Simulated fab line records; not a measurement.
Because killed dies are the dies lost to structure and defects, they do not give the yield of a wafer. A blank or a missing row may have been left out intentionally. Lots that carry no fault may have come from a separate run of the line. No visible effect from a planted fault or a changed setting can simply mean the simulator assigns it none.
A lot that was struck, set against a sound lot	flow n5Finfet	22 steps out of a route of 1938
Sound: these wafers, L427.1, L427.2, L427.3. Struck: wafers L429.1, L429.4, L429.6. Last of all comes the cause.
Order at every step that has rows: each side's tool, ch and its chambers, its first start. Under that, the readings that differ: sound wafers	struck wafers	difference of the means	sigmas: that difference in standard deviations of wafers without a fault.
alike: same words and numbers on both sides, and readings whose means sit less than 2 such deviations apart. not compared: any withheld reading, any reading some wafer has no value for, any bound like >300 that may hide the same value, and any number with overlapping values for which the record gives no deviation.
A row with sigmas, a row that says differs or no value, or rows on one side alone: a step with any of these is where the two part. Numbers that don't overlap but have no deviation are shown without sigmas and don't part them. A reading missing from all wafers of one side parts the sides only when that side holds two or more wafers.

first, 9 steps without rows for these wafers: N5_GATE_CUT_COAT_27 (time 60 s, resist thk 10 nm); N5_GATE_CUT_COAT_07 (resist thk 30 nm); N5_GATE_CUT_EBR_09; N5_GATE_CUT_SOFTBAKE_08 (time 60 s); N5_GATE_CUT_EXPOSE_10 (exposes mask GATE CUT, target cd 20 nm); N5_GATE_CUT_PEB_11 (peb time 60 s); N5_GATE_CUT_DEVELOP_12 (develop time 30 s); N5_GATE_CUT_DESCUM_18 (chemistry O2, time 7 s); N5_GATE_CUT_ETCH_28 (etches underlayer in N2/H2, target depth 13 nm, time 10.4 s).
N5_GATE_CUT_ETCH_36: etches SiARC in CF4, target depth 13 nm, time 21.7 s.
  sound on rieDiel-04 ch 0,1,3, day 8 03:14; struck on rieDiel-02 ch 1,3, day 8 15:29
  no value came back on the struck wafers for any of 11 readings (biasW (W), cf4FlowSccm (sccm) and others); on the sound wafers biasW (W) reads 35.86 36.00 35.87
reading	sound	struck	difference	sigmas
model.CAR-EUV_of_GATE_CUT_COAT_07.thkNm (nm)	7 7.2 7.2	14.6 15 14.6	+7.6	
N5_GATE_CUT_ETCH_37: etches SOC in N2/H2, target depth 60 nm, overetch 12 nm, time 90 s.
  sound on rieDiel-04 ch 0,1,3, day 8 03:16; struck on rieDiel-02 ch 1,3, day 8 15:31
reading	sound	struck	difference	sigmas
oesProductAu (a.u.)	0.79 0.66 0.72	0.28 0.27 0.28	-0.45	-7
  alike: biasW, chamberPressureMTorr, drypumpMotorCurrentA, rfFwdPowerW, rfVppV, showerheadPlenumPTorr, throttleValvePct
  not compared: rfHoursCounterH
then, 2 steps without rows for these wafers: N5_GATE_CUT_STRIP_38 (strips in N2/H2); N5_GATE_CUT_STRIP_39 (strips in N2/H2).
N5_GATE_CUT_HM_OPEN_40: chemistry C4F6/O2, target SiO2, target depth 139 nm, time 85.1 s.
  sound on rieDiel-04 ch 0,1,3, day 8 03:21; struck on rieDiel-02 ch 1,3, day 8 15:35
reading	sound	struck	difference	sigmas
etchRfOnTimeS (s)	93.1 96.3 91.6	212.8 212.7 212.8	+119.1	+46
oesProductAu (a.u.)	0.79 0.65 0.73	0.28 0.27 0.27	-0.45	-7
rfFwdPowerW (W)	342.7 341.7 342.6	- - -	no value on the struck wafers	
  alike: chamberPressureMTorr, drypumpMotorCurrentA, rfVppV, showerheadPlenumPTorr, throttleValvePct
  not compared: rfHoursCounterH
then, 2 steps without rows for these wafers: N5_GATE_CUT_STRIP_41 (strips in CF4); N5_GATE_CUT_STRIP_42 (strips in O2).
N5_GATE_CUT_ETCH_19: etches SiNx in CH3F/O2, target depth 53.7 nm, time 76.7 s.
  sound on rieDiel-04 ch 0,1,3, day 8 03:28; struck on rieDiel-02 ch 1,3, day 8 15:43
reading	sound	struck	difference	sigmas
etchRfOnTimeS (s)	76.1 78.8 75.0	191.8 191.8 191.7	+115.1	+58
oesProductAu (a.u.)	0.76 0.62 0.69	0.28 0.27 0.28	-0.41	-6
rfFwdPowerW (W)	389.5 392.5 390.9	- - -	no value on the struck wafers	
  alike: CH3F_flow_sccm, O2_flow_sccm, chamberPressureMTorr, drypumpMotorCurrentA, rfVppV, showerheadPlenumPTorr, throttleValvePct
  not compared: rfHoursCounterH
N5_GATE_CUT_CUT_ETCH_53: etches W in SF6/Cl2, target depth 79.2 nm.
  sound on rieMetal-01 ch 0,1, day 8 03:56; struck on rieMetal-02 ch 0,1, day 8 15:49
reading	sound	struck	difference	sigmas
etchRfOnTimeS (s)	27.8 26.8 27.5	34.3 34.3 34.3	+6.9	+5
oesProductAu (a.u.)	0.69 0.65 0.70	0.30 0.33 0.33	-0.36	-7
  alike: SF6_flow_sccm, biasW, chamberPressureMTorr, drypumpMotorCurrentA, rfFwdPowerW, throttleValvePct
  not compared: rfHoursCounterH
N5_GATE_CUT_CUT_ETCH_54: etches TiN in Cl2/BCl3, target depth 96.7 nm.
  sound on rieMetal-01 ch 0,1, day 8 04:00; struck on rieMetal-02 ch 0,1, day 8 15:53
reading	sound	struck	difference	sigmas
etchRfOnTimeS (s)	39.0 37.1 38.7	47.9 47.9 47.9	+9.6	+5
oesProductAu (a.u.)	0.70 0.65 0.70	0.30 0.33 0.33	-0.36	-7
throttleValvePct (%)	21.9 22.3 21.9	23.5 22.5 22.5	+0.8	+2
  alike: bcl3FlowSccm, biasW, chamberPressureMTorr, drypumpMotorCurrentA, rfFwdPowerW
  not compared: rfHoursCounterH
N5_GATE_CUT_CUT_ETCH_55: etches HfO2 in BCl3, target depth 3.2 nm.
  sound on rieMetal-01 ch 0,1, day 8 04:04; struck on rieMetal-02 ch 0,1, day 8 15:56
reading	sound	struck	difference	sigmas
oesProductAu (a.u.)	0.79 0.74 0.80	0.31 0.32 0.33	-0.46	-8
  alike: bcl3FlowSccm, biasW, chamberPressureMTorr, drypumpMotorCurrentA, rfFwdPowerW, throttleValvePct
  not compared: rfHoursCounterH
N5_BEOL_M4_RC_MEAS_101:
  the record has rows for the sound wafers here (prober-01 ch 0, day 11 17:29) and none for the struck ones
-- record jumps: 8 days separate the struck wafers' starts on either side; left off in module BEOL_M4, taken up again in module PASSIVATION, whose first shown step is the route's number 1936 --
N5_PASSIVATION_PROBE_49:
  the record has rows for the struck wafers here (prober-02, day 16 12:19) and none for the sound ones

WHERE THEY PART
At N5_GATE_CUT_ETCH_36 first; at N5_PASSIVATION_PROBE_49 last (within this record only).

WHY: what had been put in by the simulator
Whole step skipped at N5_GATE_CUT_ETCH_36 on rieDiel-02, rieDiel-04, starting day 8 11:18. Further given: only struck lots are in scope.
